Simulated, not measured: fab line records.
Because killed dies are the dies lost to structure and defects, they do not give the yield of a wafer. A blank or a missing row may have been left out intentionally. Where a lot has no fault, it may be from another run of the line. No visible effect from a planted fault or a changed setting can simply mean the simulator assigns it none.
Chamber matching    flow n5_finfet    N5_BEOL_M1_PRE_CLEAN_60 on cvd_co-01: 3 sister chambers
The step time 15 s. 22 wafers are shown with their chamber, then 11 later ones without.

## WAFERS WITH THEIR CHAMBER
wafer   chamber  heater_power_w (W)  rf_fwd_power_W (W)
L074.1  0        99                  297.8
L074.4  0        98                  297.0
L074.5  2        61                  298.2
L077.1  1        132                 297.6
L077.5  1        133                 297.8
L077.6  2        62                  296.8
L079.2  1        132                 297.3
L079.4  0        100                 298.6
L079.6  2        63                  297.8
L080.1  1        135                 295.6
L080.2  0        99                  298.0
L080.5  1        132                 297.8
L082.2  0        99                  297.8
L082.4  1        129                 298.7
L082.5  0        101                 297.5
L084.1  2        63                  298.7
L084.4  1        134                 297.6
L084.5  0        99                  297.2
L085.2  0        95                  299.5
L085.5  0        99                  299.1
L085.6  2        61                  297.3
L086.1  1        132                 297.6

SIGNATURES (averages over the wafers above)
reading         chamber 0  chamber 1  chamber 2  scatter within a chamber
heater_power_w  98.78      132.38     62.00      1.58
rf_fwd_power_W  298.056    297.500    297.760    0.836
Rule: distance of a wafer from a chamber = root of the sum over the readings of ((wafer's reading minus chamber's mean) / reading's scatter) squared. If the next closest chamber is less than 2 further off than the closest, the wafer can't be placed; otherwise it belongs to the closest. The scatter: the root of (the sum of the squares of (reading less its chamber's mean) over the shown wafers, divided by (wafers less chambers)).

## WAFERS MISSING THEIR CHAMBER
wafer   heater_power_w (W)  rf_fwd_power_W (W)
L086.3  63                  297.7
L086.4  100                 298.3
L089.1  134                 299.3
L089.4  129                 299.1
L089.6  100                 297.9
L092.1  99                  299.1
L092.4  130                 297.7
L092.5  63                  299.0
L095.3  100                 298.2
L095.5  131                 298.7
L095.6  61                  299.8

## WHICH CHAMBER EACH WENT THROUGH
wafer   from the rows above  in truth
L086.3  2                    2
L086.4  0                    0
L089.1  1                    1
L089.4  1                    1
L089.6  0                    0
L092.1  0                    0
L092.4  1                    1
L092.5  2                    2
L095.3  0                    0
L095.5  1                    1
L095.6  2                    2
Correctly placed: 11 of 11. Left unplaced by these rows: 0. 0 placed wrongly.
